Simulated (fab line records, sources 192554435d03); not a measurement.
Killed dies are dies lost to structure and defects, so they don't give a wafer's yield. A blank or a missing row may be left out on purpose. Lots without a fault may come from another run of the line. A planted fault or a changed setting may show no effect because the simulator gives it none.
Chamber matching | flow n5_finfet | N5_BEOL_M2_STRIP_19 on rie_diel-04: 3 sister chambers
The step strips in O2. 6 wafers are shown with their chamber, then 8 later ones without.

WAFERS WITH THEIR CHAMBER
wafer  | chamber | drypump_motor_current_A (A) | oes_product_au (a.u.)
L080.6 | 3       | 6.12                        | 0.79
L082.6 | 2       | 5.76                        | 0.69
L089.1 | 2       | 5.76                        | 0.68
L089.4 | 1       | 6.06                        | 0.74
L089.6 | 1       | 6.03                        | 0.74
L091.2 | 3       | 6.13                        | 0.76

WAFERS WITHOUT THEIR CHAMBER
wafer  | drypump_motor_current_A (A) | oes_product_au (a.u.)
L091.3 | 5.82                        | 1.00
L091.5 | 6.15                        | 0.76
L093.3 | 5.81                        | 0.98
L093.4 | 5.78                        | 0.99
L093.6 | 6.13                        | 0.76
L092.1 | 5.82                        | 1.00
L092.4 | 6.04                        | 0.73
L092.5 | 6.11                        | 0.76

WHICH CHAMBER EACH WENT THROUGH
wafer  | from the rows above     | in truth
L091.3 | can't be placed: 2 or 1 | 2
L091.5 | 3                       | 3
L093.3 | 2                       | 2
L093.4 | 2                       | 2
L093.6 | 3                       | 3
L092.1 | can't be placed: 2 or 1 | 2
L092.4 | 1                       | 1
L092.5 | 3                       | 3
Placed correctly: 6 of 8. Can't be placed from these rows: 2 (the true chamber is among the candidates in 2). Placed wrongly: 0.
How it was worked out, from the rows above alone: a wafer's distance from a chamber is the root of the sum, over the readings, of the square of ((its reading less the chamber's mean) divided by the reading's scatter). The wafer belongs to the nearest chamber; if the next one is less than 2 further off, it can't be placed. A chamber's mean is the mean of its shown wafers. The scatter: the root of (the sum of the squares of (reading less its chamber's mean) over the shown wafers, divided by (wafers less chambers)).
